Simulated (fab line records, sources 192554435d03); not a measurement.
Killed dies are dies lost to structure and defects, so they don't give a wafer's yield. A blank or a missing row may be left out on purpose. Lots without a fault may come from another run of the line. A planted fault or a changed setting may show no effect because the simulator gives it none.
fab line records | flow n5_finfet | part 1 of 2: steps 1 to 4 of 6
record lots=24 wafers=72 last_day=19
route steps=1938 shown GATE_CUT@510 MOL_CONTACT_COAG@539
lots that met no fault: from a run of the same line without faults
start_h: hours from the record's first day to the start of the lot's first wafer shown | wait_h: hours since the lot's step before | " the same as in the row above | L1.1+2: a row that stands for several wafers | - no value, or no start given | * or withheld: withheld | < > ~ a bound
route shown NAME@n: a module of which the file shows steps, and the number in the route of the first | usual: mean/standard deviation of fault-free wafers | same: alike in all rows | chamber/n: place in a boat | sites: the reading at each site | _std_site: their standard deviation | _edge_site: outer sites' mean less inner sites' | radius_mm: how far each site lies from the wafer's centre | mask NAME#n: copy n | behind: the tool/chamber that last shaped the wafer | hold: why the lot was held/for how many hours/how that ended | device: the transistor (n, p or np) that didn't switch | end of line: the same wafers' tests at the end of the route | a step without rows: its recipe alone | killed: dies lost to structure and defects at the first sort, not the wafer's yield | map: a wafer's dies, x killed, . not, _ none there
set.NAME: the setting as run; set.NAME@STEP: as run at that earlier step | model.NAME: the simulator's own value behind a step, which no gauge read
steps of the route over a sample of lots; a table a step, a row a wafer
services: from which hour (start_h, from the record's first day; less than 0 if before it) a tool's chamber was out of use, for how many hours, and why
## steps
# step N5_GATE_CUT_ALD_22
# recipe material=SiNx target_thk_a=160 temp_c=400 ald_precursor_family=SiH2I2 ald_co_reactant=N2/H2-plasma pulse_time_s=1 ald_cycles=320 purge_time_s=2 co_reactant_purge_time_s=2 pressure_torr=2
# usual heater_power_w=875/75 precursor_pulse_height_rel=1.001/0.018
# columns lot.wafer tool chamber start_h wait_h heater_power_w precursor_pulse_height_rel
L074.1 ald_sin-01 2 87.74 0.0 856 1.022
L074.2 " 3 " " 886 0.997
L074.3 " 0 " " 867 0.980
L075.1 ald_sin-01 2 93.00 0.0 856 0.987
L075.2 " 3 " " 865 1.033
L075.5 " 3 " " 855 0.989
L076.1 ald_sin-02 1 100.59 0.1 893 1.009
L076.2 " 2 " " 868 0.991
L076.5 " 2 " " 863 0.997
L077.1 ald_sin-04 1 104.14 0.1 932 1.003
L077.2 " 3 " " 732 0.997
L077.5 " 3 " " 734 0.987
L078.1 ald_sin-01 1 111.73 0.2 818 1.003
L078.3 " 2 " " 856 0.999
L078.6 " 0 " " 841 1.006
L079.2 ald_sin-01 3 114.52 0.3 881 1.008
L079.3 " 2 " " 838 1.002
L079.6 " 1 " " 822 0.992
L080.1 ald_sin-01 2 123.03 0.0 836 1.016
L080.2 " 0 " " 842 0.993
L080.6 " 2 " " 847 1.047
L081.2 ald_sin-04 3 128.91 0.0 722 1.006
L081.5 " 0 " " 966 0.962
L081.6 " 3 " " 735 0.991
L082.1 ald_sin-01 0 135.09 0.0 854 1.017
L082.2 " 3 " " 910 0.980
L082.5 " 1 " " 832 0.995
L083.1 ald_sin-04 3 138.85 0.0 711 1.008
L083.4 " 2 " " 954 0.999
L083.6 " 2 " " 925 1.024
L084.4 ald_sin-04 3 145.70 0.0 721 1.001
L084.5 " 0 " " 998 1.002
L084.6 " 1 " " 942 1.022
L085.2 ald_sin-04 1 150.65 0.0 939 0.996
L085.4 " 3 " " 721 1.015
L085.5 " 0 " " 973 1.025
L086.1 ald_sin-01 2 161.23 0.0 828 0.995
L086.2 " 3 " " 874 1.023
L086.6 " 3 " " 888 1.006
L087.4 ald_sin-04 3 166.88 0.0 716 0.971
L087.5 " 2 " " 936 0.994
L087.6 " 3 " " 706 1.017
L088.1 ald_sin-04 0 170.77 0.0 984 1.022
L088.3 " 1 " " 933 0.977
L088.5 " 2 " " 950 1.027
L089.1 ald_sin-02 2 175.55 0.0 875 1.012
L089.5 " 3 " " 886 0.992
L089.6 " 2 " " 883 0.992
L090.1 ald_sin-01 3 181.27 0.0 890 0.976
L090.2 " 0 " " 844 0.987
L090.5 " 1 " " 823 1.002
L091.2 ald_sin-01 3 187.26 0.5 864 0.952
L091.3 " 1 " " 816 1.002
L091.4 " 0 " " 878 0.951
L092.1 ald_sin-01 2 195.05 0.0 845 0.976
L092.2 " 3 " " 880 1.024
L092.6 " 2 " " 853 0.985
L093.3 ald_sin-04 1 205.73 0.0 952 1.032
L093.5 " 3 " " 713 0.995
L093.6 " 0 " " 987 0.995
L094.1 ald_sin-04 3 207.23 0.0 712 1.019
L094.4 " 2 " " 938 1.028
L094.5 " 1 " " 951 0.988
L095.2 ald_sin-04 0 218.41 0.2 986 1.000
L095.3 " 3 " " 718 0.995
L095.6 " 1 " " 962 1.003
L096.2 ald_sin-02 0 219.26 0.0 823 0.999
L096.5 " 0 " " 852 0.995
L096.6 " 1 " " 893 0.990
L097.1 ald_sin-02 0 225.73 0.0 839 0.991
L097.3 " 0 " " 830 1.012
L097.6 " 1 " " 914 0.966
# step N5_MOL_CONTACT_COAG_STRIP_98
# recipe chemistry=N2/H2 power_w=500 temp_c=40 pressure_mtorr=50 rf_frequency_hz=6e+07 overash_fraction=0.3 bias_power_w=8 h2_frac=0.5 n2_flow_sccm=300 h2_flow_sccm=300
# usual drypump_motor_current_A=5.7/0.39 oes_product_au=0.79/0.099 rf_vpp_V=54.3/1.5 showerhead_plenum_p_Torr=3.40/0.12 throttle_valve_pct=18.87/0.24
# same overash_fraction=0.3
# columns lot.wafer tool chamber start_h wait_h drypump_motor_current_A oes_product_au rf_hours_counter_h rf_vpp_V showerhead_plenum_p_Torr throttle_valve_pct
L074.1 rie_diel-03 0 91.13 0.0 6.2 0.73 162 56.8 3.49 19.01
L074.2 " 2 " " 5.2 0.72 210 54.6 3.31 18.87
L074.3 " 1 " " 6.1 0.69 240 55.7 3.33 18.85
L075.1 rie_diel-03 1 96.46 0.0 6.1 0.68 244 54.0 3.33 18.85
L075.2 " 2 " " 5.2 0.71 213 52.6 3.31 18.85
L075.5 " 0 " " 6.2 0.72 - 56.1 3.49 19.02
L076.1 rie_diel-01 3 103.87 0.0 5.7 0.70 239 51.9 3.19 19.55
L076.2 " 0 " " 5.2 0.85 71 54.5 3.53 18.57
L076.5 " 1 " " 6.1 0.95 - 55.5 3.44 18.67
L077.1 rie_diel-01 3 107.42 0.0 5.7 0.71 240 51.5 3.19 19.54
L077.2 " 0 " " 5.2 0.82 73 54.1 3.53 18.59
L077.5 " 1 " " 6.1 0.95 - 57.8 3.44 18.69
L078.1 rie_diel-03 2 115.17 0.0 5.2 0.71 221 53.0 3.31 18.90
L078.3 " 1 " " 6.1 0.68 251 53.1 3.33 18.88
L078.6 " 0 " " 6.2 0.71 - 55.2 3.48 19.00
L079.2 rie_diel-01 2 118.00 0.0 5.6 0.93 18 55.0 3.44 18.67
L079.3 " 1 " " 6.1 0.95 14 53.9 3.43 18.72
L079.6 " 0 " " 5.2 0.81 - 55.1 3.53 18.61
L080.1 rie_diel-05 3 126.86 0.0 6.1 0.74 192 55.8 3.19 18.73
L080.2 " 0 " " 6.1 0.70 226 52.0 3.18 18.90
L080.6 " 0 " " 6.1 0.71 - 53.6 3.18 18.90
L081.2 rie_diel-01 3 132.24 0.0 5.7 0.70 249 53.5 3.18 19.58
L081.5 " 3 " " 5.7 0.69 - 55.8 3.18 19.57
L081.6 " 0 " " 5.2 0.83 - 54.8 3.53 18.59
L082.1 rie_diel-05 0 138.43 0.0 6.1 0.69 230 51.5 3.18 18.90
L082.2 " 2 " " 6.1 0.74 165 55.6 3.48 18.87
L082.5 " 0 " " 6.1 0.70 - 52.8 3.18 18.93
L083.1 rie_diel-01 0 142.24 0.0 5.2 0.82 84 55.0 3.52 18.62
L083.4 " 0 " " 5.1 0.82 - 57.4 3.52 18.62
L083.6 " 2 " " 5.5 0.91 - 54.4 3.43 18.65
L084.4 rie_diel-01 0 149.75 0.0 5.1 0.82 - 52.0 3.52 18.60
L084.5 " 2 " " 5.5 0.92 - 53.5 3.43 18.67
L084.6 " 1 " " 6.1 0.91 - 52.3 3.43 18.71
L085.2 rie_diel-01 3 155.20 0.0 5.7 0.96 1 55.6 3.59 19.14
L085.4 " 1 " " 6.1 0.89 30 50.3 3.42 18.72
L085.5 " 3 " " 5.7 0.98 - 54.5 3.59 19.15
L086.1 rie_diel-01 1 164.62 0.0 6.1 0.90 35 53.1 3.42 18.73
L086.2 " 3 " " 5.7 0.95 6 55.7 3.58 19.16
L086.6 " 0 " " 5.2 0.81 - 52.7 3.52 18.62
L087.4 rie_diel-03 1 170.17 0.0 6.1 0.66 - 53.8 3.31 18.94
L087.5 " 0 " " 6.2 0.70 - 55.0 3.47 19.06
L087.6 " 2 " " 5.2 0.68 - 53.9 3.29 18.93
L088.1 rie_diel-03 0 174.04 0.0 6.2 0.70 203 53.9 3.46 19.07
L088.3 " 2 " " 5.2 0.69 251 53.7 3.29 18.91
L088.5 " 0 " " 6.2 0.70 - 54.1 3.47 19.08
L089.1 rie_diel-01 2 178.95 0.0 5.6 0.89 43 53.8 3.42 18.73
L089.5 " 3 " " 5.7 0.93 - 56.4 3.58 19.16
L089.6 " 2 " " 5.5 0.88 - 52.3 3.42 18.71
L090.1 rie_diel-05 0 184.82 0.0 6.1 0.70 238 55.4 3.18 18.96
L090.2 " 2 " " 6.2 0.73 174 55.4 3.48 18.89
L090.5 " 2 " " 6.2 0.75 - 52.5 3.48 18.91
L091.2 rie_diel-01 2 190.84 0.0 5.6 0.88 48 57.3 3.42 18.70
L091.3 " 0 " " 5.2 0.80 105 54.4 3.51 18.60
L091.4 " 1 " " 6.1 0.89 43 55.9 3.42 18.76
L092.1 rie_diel-01 2 198.42 0.0 5.5 0.87 50 53.4 3.42 18.71
L092.2 " 1 " " 6.1 0.87 46 53.3 3.42 18.73
L092.6 " 0 " " 5.2 0.78 - 53.4 3.51 18.63
L093.3 rie_diel-03 0 209.00 0.0 6.2 0.69 216 53.9 3.46 19.09
L093.5 " 1 " " 6.1 1.00 - 54.9 3.31 18.44
L093.6 " 0 " " 6.2 0.69 - 53.0 3.46 19.11
L094.1 rie_diel-05 3 210.99 0.0 6.1 0.73 213 54.8 3.18 18.72
L094.4 " 0 " " 6.1 0.68 247 55.0 3.17 18.96
L094.5 " 2 " " 6.2 0.73 - 56.8 3.47 18.91
L095.2 rie_diel-01 0 222.04 0.0 5.2 0.77 115 52.0 3.51 18.64
L095.3 " 1 " " 6.1 0.86 52 55.0 3.41 18.75
L095.6 " 1 " " 6.1 0.85 - 56.5 3.41 18.77
L096.2 rie_diel-05 2 222.66 0.0 6.2 0.71 189 54.1 3.47 18.90
L096.5 " 1 " " 5.5 0.67 - 56.1 3.28 18.89
L096.6 " 3 " " 6.1 0.71 - 53.7 3.18 18.76
L097.1 rie_diel-01 0 229.87 0.0 5.2 0.78 118 53.0 3.51 18.67
L097.3 " 2 " " 5.6 0.86 61 53.6 3.41 18.76
L097.6 " 2 " " 5.6 0.86 - 56.3 3.41 18.73
# step N5_MOL_CONTACT_COAG_CD_MEAS_84
# recipe target_cd_nm=25.1 landing_energy_ev=500 detector=se_inlens polarity=opening
# usual cd_nm=24.99/0.28
# columns lot.wafer tool chamber start_h wait_h cd_nm
L074.1 cd_sem-02 0 99.77 - 24.85
L074.2 " 0 " " 25.17
L074.3 " 0 " " 25.47
L075.1 cd_sem-03 0 105.85 - 25.00
L075.2 " 0 " " 25.11
L075.5 " 0 " " 24.67
L076.1 cd_sem-03 0 113.34 - 25.30
L076.2 " 0 " " 24.99
L076.5 " 0 " " 24.61
L077.1 cd_sem-02 0 117.03 - 25.01
L077.2 " 0 " " 25.10
L077.5 " 0 " " 24.85
L078.1 cd_sem-03 0 124.15 - 24.95
L078.3 " 0 " " 24.93
L078.6 " 0 " " 24.84
L079.2 cd_sem-02 0 127.54 - 24.39
L079.3 " 0 " " 24.96
L079.6 " 0 " " 24.71
L080.1 cd_sem-02 0 135.60 - 24.90
L080.2 " 0 " " 24.99
L080.6 " 0 " " 24.64
L081.2 cd_sem-01 0 144.32 - 25.02
L081.5 " 0 " " 25.20
L081.6 " 0 " " 24.87
L082.1 cd_sem-01 0 146.82 - 25.26
L082.2 " 0 " " 24.88
L082.5 " 0 " " 24.57
L083.1 cd_sem-03 0 150.92 - 25.14
L083.4 " 0 " " 24.60
L083.6 " 0 " " 24.61
L084.4 cd_sem-03 0 157.24 - 24.99
L084.5 " 0 " " 25.59
L084.6 " 0 " " 25.33
L085.2 cd_sem-03 0 162.44 - 25.59
L085.4 " 0 " " 25.21
L085.5 " 0 " " 24.90
L086.1 cd_sem-02 0 181.25 - 25.39
L086.2 " 0 " " 25.48
L086.6 " 0 " " 24.89
L087.4 cd_sem-02 0 183.13 - 25.07
L087.5 " 0 " " 25.11
L087.6 " 0 " " 25.24
L089.1 cd_sem-01 0 189.54 - 24.75
L089.5 " 0 " " 24.95
L089.6 " 0 " " 24.95
L088.1 cd_sem-03 0 189.90 - 24.69
L088.3 " 0 " " 24.89
L088.5 " 0 " " 25.07
L090.1 cd_sem-01 0 194.24 - 24.64
L090.2 " 0 " " 24.66
L090.5 " 0 " " 25.23
L091.2 cd_sem-01 0 200.62 - 25.14
L091.3 " 0 " " 24.81
L091.4 " 0 " " 25.09
L092.1 cd_sem-02 0 208.65 - 25.25
L092.2 " 0 " " 24.91
L092.6 " 0 " " 25.24
L093.3 cd_sem-01 0 219.61 - 24.79
L093.5 " 0 " " 25.06
L093.6 " 0 " " 25.50
L094.1 cd_sem-02 0 220.22 - 24.96
L094.4 " 0 " " 24.71
L094.5 " 0 " " 24.90
L095.2 cd_sem-03 0 232.14 - 24.76
L095.3 " 0 " " 24.93
L095.6 " 0 " " 25.16
L096.2 cd_sem-03 0 232.78 - 25.18
L096.5 " 0 " " 25.14
L096.6 " 0 " " 25.16
L097.1 cd_sem-01 0 238.75 - 24.72
L097.3 " 0 " " 24.88
L097.6 " 0 " " 24.89
# step N5_MOL_CONTACT_COAG_ALD_131
# recipe material=SiO2 target_thk_a=50 temp_c=100 ald_precursor_family=BDEAS ald_co_reactant=O2-plasma pulse_time_s=1 co_reactant_pulse_time_s=1 purge_time_s=2 co_reactant_purge_time_s=2 ald_cycles=35 pressure_torr=2
# usual heater_power_w=82/7.8 precursor_pulse_height_rel=1.001/0.019
# columns lot.wafer tool chamber start_h wait_h heater_power_w precursor_pulse_height_rel
L074.1 ald_sin-03 3 100.03 0.1 74 0.974
L074.2 " 1 " " 83 1.007
L074.3 " 0 " " 70 1.041
L075.1 ald_sin-02 2 106.12 0.1 81 1.000
L075.2 " 0 " " 77 0.997
L075.5 " 2 " " 79 1.035
L076.1 ald_sin-02 2 114.05 0.5 82 0.996
L076.2 " 3 " " 81 0.995
L076.5 " 2 " " 81 0.980
L077.1 ald_sin-03 3 117.29 0.1 72 0.975
L077.2 " 0 " " 72 0.990
L077.5 " 2 " " 78 0.973
L078.1 ald_sin-04 1 124.52 0.2 88 1.009
L078.3 " 0 " " 90 0.950
L078.6 " 1 " " 89 0.996
L079.2 ald_sin-04 0 128.04 0.1 91 0.972
L079.3 " 1 " " 86 1.003
L079.6 " 2 " " 88 0.992
L080.1 ald_sin-04 2 135.88 0.1 87 0.988
L080.2 " 0 " " 91 0.979
L080.6 " 3 " " 66 0.982
L081.2 ald_sin-03 0 144.57 0.1 72 1.005
L081.5 " 0 " " 71 1.028
L081.6 " 1 " " 83 0.972
L082.1 ald_sin-04 3 147.25 0.2 67 1.017
L082.2 " 2 " " 86 1.004
L082.5 " 1 " " 88 0.991
L083.1 ald_sin-04 0 152.28 0.2 92 0.996
L083.4 " 2 " " 86 1.042
L083.6 " 0 " " 92 1.009
L084.4 ald_sin-04 2 158.41 0.0 89 1.020
L084.5 " 2 " " 87 0.998
L084.6 " 1 " " 89 1.026
L085.2 ald_sin-02 3 162.82 0.1 82 1.014
L085.4 " 1 " " 83 1.001
L085.5 " 2 " " 81 1.028
L086.1 ald_sin-04 2 181.51 0.1 86 1.014
L086.2 " 1 " " 87 1.002
L086.6 " 1 " " 87 1.013
L087.4 ald_sin-04 3 183.89 0.1 67 1.001
L087.5 " 2 " " 85 0.995
L087.6 " 1 " " 86 1.036
L089.1 ald_sin-02 3 189.83 0.1 83 1.029
L089.5 " 1 " " 83 0.993
L089.6 " 2 " " 80 1.009
L088.1 ald_sin-02 2 190.52 0.1 79 0.977
L088.3 " 3 " " 80 0.985
L088.5 " 3 " " 80 1.010
L090.1 ald_sin-04 2 194.88 0.1 87 0.993
L090.2 " 3 " " 66 1.036
L090.5 " 1 " " 86 0.982
L091.2 ald_sin-02 1 201.09 0.1 83 1.009
L091.3 " 2 " " 81 1.009
L091.4 " 0 " " 77 1.000
L092.1 ald_sin-04 2 208.91 0.1 87 0.995
L092.2 " 1 " " 90 0.982
L092.6 " 1 " " 87 0.995
L093.3 ald_sin-04 1 219.87 0.1 87 1.003
L093.5 " 2 " " 86 0.982
L093.6 " 3 " " 65 0.995
L094.1 ald_sin-04 1 220.47 0.1 89 0.986
L094.4 " 3 " " 69 1.008
L094.5 " 3 " " 67 0.997
L095.2 ald_sin-04 2 232.40 0.1 86 1.001
L095.3 " 0 " " 93 0.972
L095.6 " 2 " " 87 0.984
L096.2 ald_sin-04 1 233.04 0.1 87 0.986
L096.5 " 0 " " 93 1.000
L096.6 " 1 " " 90 0.993
L097.1 ald_sin-02 1 239.09 0.1 82 0.971
L097.3 " 0 " " 78 0.994
L097.6 " 2 " " 81 0.958
